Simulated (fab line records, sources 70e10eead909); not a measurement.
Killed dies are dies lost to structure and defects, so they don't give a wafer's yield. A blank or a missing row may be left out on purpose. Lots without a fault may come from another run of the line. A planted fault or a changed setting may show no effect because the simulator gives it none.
Chamber matching | flow nand_harc | NHARC_A_STAIRCASE_TRIM_220 on rie_diel-09: 4 sister chambers
The step chemistry O2, time 211.2 s. 14 wafers are shown with their chamber, then 7 later ones without.

WAFERS WITH THEIR CHAMBER
wafer  | chamber | showerhead_plenum_p_Torr (Torr) | run_length_s (s) | throttle_valve_pct (%)
L327.1 | 0       | 3.48                            | 231.9            | 17.048
L327.4 | 3       | 3.61                            | 232.9            | 17.029
L327.6 | 0       | 3.48                            | 232.3            | 17.046
L329.1 | 3       | 3.61                            | 233.0            | 17.037
L329.2 | 2       | 3.43                            | 232.5            | 17.032
L329.3 | 1       | 3.66                            | 232.7            | 17.050
L330.1 | 1       | 3.66                            | 232.5            | 17.046
L330.2 | 2       | 3.43                            | 232.3            | 17.023
L330.6 | 0       | 3.48                            | 232.3            | 17.048
L333.1 | 0       | 3.47                            | 232.3            | 17.019
L333.3 | 2       | 3.42                            | 232.6            | 17.027
L333.5 | 2       | 3.42                            | 232.4            | 17.030
L335.1 | 3       | 3.60                            | 232.8            | 17.042
L335.2 | 0       | 3.47                            | 231.8            | 17.031

SIGNATURES (means of the wafers above)
reading                  | chamber 0 | chamber 1 | chamber 2 | chamber 3 | scatter within a chamber
showerhead_plenum_p_Torr | 3.4760    | 3.6600    | 3.4250    | 3.6067    | 0.00535
run_length_s             | 232.120   | 232.600   | 232.450   | 232.900   | 0.184
throttle_valve_pct       | 17.03840  | 17.04800  | 17.02800  | 17.03600  | 0.00902
Rule: a wafer's distance from a chamber is the root of the sum, over the readings, of the square of ((its reading less the chamber's mean) divided by the reading's scatter). The wafer belongs to the nearest chamber; if the next one is less than 2 further off, it can't be placed. The scatter: the root of (the sum of the squares of (reading less its chamber's mean) over the shown wafers, divided by (wafers less chambers)).

WAFERS WITHOUT THEIR CHAMBER
wafer  | showerhead_plenum_p_Torr (Torr) | run_length_s (s) | throttle_valve_pct (%)
L335.4 | 3.65                            | 232.4            | 17.042
L344.1 | 3.59                            | 232.7            | 17.037
L344.4 | 3.59                            | 232.7            | 17.037
L344.6 | 3.64                            | 232.2            | 17.022
L343.1 | 3.40                            | 232.5            | 17.032
L343.2 | 3.46                            | 232.5            | 17.048
L343.3 | 3.59                            | 232.5            | 17.029

WHICH CHAMBER EACH WENT THROUGH
wafer  | from the rows above | in truth
L335.4 | 1                   | 1
L344.1 | 3                   | 3
L344.4 | 3                   | 3
L344.6 | 1                   | 1
L343.1 | 2                   | 2
L343.2 | 0                   | 0
L343.3 | 3                   | 3
Placed correctly: 7 of 7. Can't be placed from these rows: 0. Placed wrongly: 0.
